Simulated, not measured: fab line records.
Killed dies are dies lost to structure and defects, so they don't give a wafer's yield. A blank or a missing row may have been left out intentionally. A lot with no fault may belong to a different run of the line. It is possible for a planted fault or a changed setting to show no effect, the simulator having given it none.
What tool caused it? ; flow n5Finfet ; 30 wafers from 10 lots sampled at 5 of the route's 1938 steps

== WHAT THE GAUGES READ, wafer by wafer ==
N5_HKMG_FIN_CD_MEAS_49: target cd 202 nm.
lot;measured;on;cdNm (nm)
L075;day 4 04:50;cdSem-01;203.0 202.2 202.3
L077;day 4 16:51;cdSem-01;201.7 202.1 201.9
L079;day 5 06:07;cdSem-02;201.9 202.5 202.1
L082;day 5 22:46;cdSem-01;202.8 201.7 202.0
L084;day 6 13:17;cdSem-02;201.2 201.8 201.7
L086;day 6 22:23;cdSem-03;202.6 201.9 202.5
L088;day 7 11:50;cdSem-03;202.1 202.6 202.7
L091;day 8 08:10;cdSem-01;202.2 202.2 202.4
L094;day 8 22:59;cdSem-01;202.2 201.9 202.5
L097;day 9 19:21;cdSem-01;200.7 201.1 201.4

== TOOL THAT RAN EACH LOT (tool first, then ch and the chambers of the sampled wafers, then the start) ==
lot;N5_SD_EPI_P_ETCH_16;N5_ILD0_CMP_03;N5_SDB_CUT_ETCH_26;N5_SDB_CMP_30
L075;rieDiel-05 ch 0,2,3, day 3 12:17;cmp-04 ch 0,2,3, day 3 18:34;rieSi-03 ch 1,2,3, day 3 23:30;cmp-02 ch 0,1,3, day 4 02:56
L077;rieDiel-05 ch 0,1,3, day 3 23:50;cmp-02 ch 0,2,3, day 4 06:26;rieSi-03 ch 1,2, day 4 11:38;cmp-02 ch 1,2, day 4 14:33
L079;rieDiel-03 ch 0,3, day 4 13:35;cmp-04 ch 2,3, day 4 19:55;rieSi-04 ch 0,1, day 5 01:20;cmp-02 ch 2,3, day 5 04:15
L082;rieDiel-03 ch 1,2,3, day 5 05:26;cmp-01 ch 1,3, day 5 12:34;rieSi-03 ch 1,2,3, day 5 17:43;cmp-03 ch 1,2,3, day 5 20:56
L084;rieDiel-06 ch 0,1,3, day 5 20:10;cmp-04 ch 1,2,3, day 6 02:28;rieSi-04 ch 0,2,3, day 6 07:28;cmp-02 ch 0,1,2, day 6 11:10
L086;rieDiel-05 ch 0,1,3, day 6 06:08;cmp-01 ch 0,2,3, day 6 12:38;rieSi-03 ch 1,2, day 6 17:32;cmp-02 ch 1,2,3, day 6 20:28
L088;rieDiel-03 ch 1,2,3, day 6 18:36;cmp-04 ch 0,1,2, day 7 01:10;rieSi-04 ch 0,2,3, day 7 06:37;cmp-02 ch 0,1,3, day 7 09:40
L091;rieDiel-03 ch 0,1, day 7 16:10;cmp-01 ch 0,2,3, day 7 22:28;rieSi-03 ch 0,1, day 8 03:23;cmp-01 ch 0,2, day 8 06:19
L094;rieDiel-06 ch 1,2,3, day 8 05:01;cmp-02 ch 0,1,2, day 8 11:33;rieSi-03 ch 1,2,3, day 8 17:39;cmp-01 ch 0,1,2, day 8 21:16
L097;rieDiel-06 ch 0,2,3, day 9 01:58;cmp-04 ch 1,3, day 9 09:29;rieSi-03 ch 0,1,2, day 9 14:34;cmp-01 ch 0,2,3, day 9 17:29
- N5_SD_EPI_P_ETCH_16: etches SiO2 in CHF3/O2, target depth 5 nm.
- N5_ILD0_CMP_03: polishes, stops on SiNx, t overpolish 1.9 s, target thk 197.38 nm.
- N5_SDB_CUT_ETCH_26: etches Si in HBr/Cl2/O2, target depth 129.6 nm, bt time 20 s, time 51.8 s.
- N5_SDB_CMP_30: polishes, stops on poly-Si, t overpolish 1.54 s, target thk 30 nm.

== THE ANSWER, worked out from the rows above alone ==
Rule: usual is defined by the lots themselves. Put in order of their means at a reading, lots are off if they are a third of the lots or fewer, leave a main group of 4 or more, and stand apart from it by a gap of 3 or more times the standard deviation of the main group's means; of several such gaps the widest counts. If all means in a main group match to the digits the tables above print for the reading, that group is not used. A lot without any number at a reading at which 4 lots or more have one is off too. Where the step has rows for the other lots, those lots are counted as sound.
No lot is off on any of the readings shown, so nothing can be concluded from this.

== WHAT WAS PUT IN BY THE SIMULATOR ==
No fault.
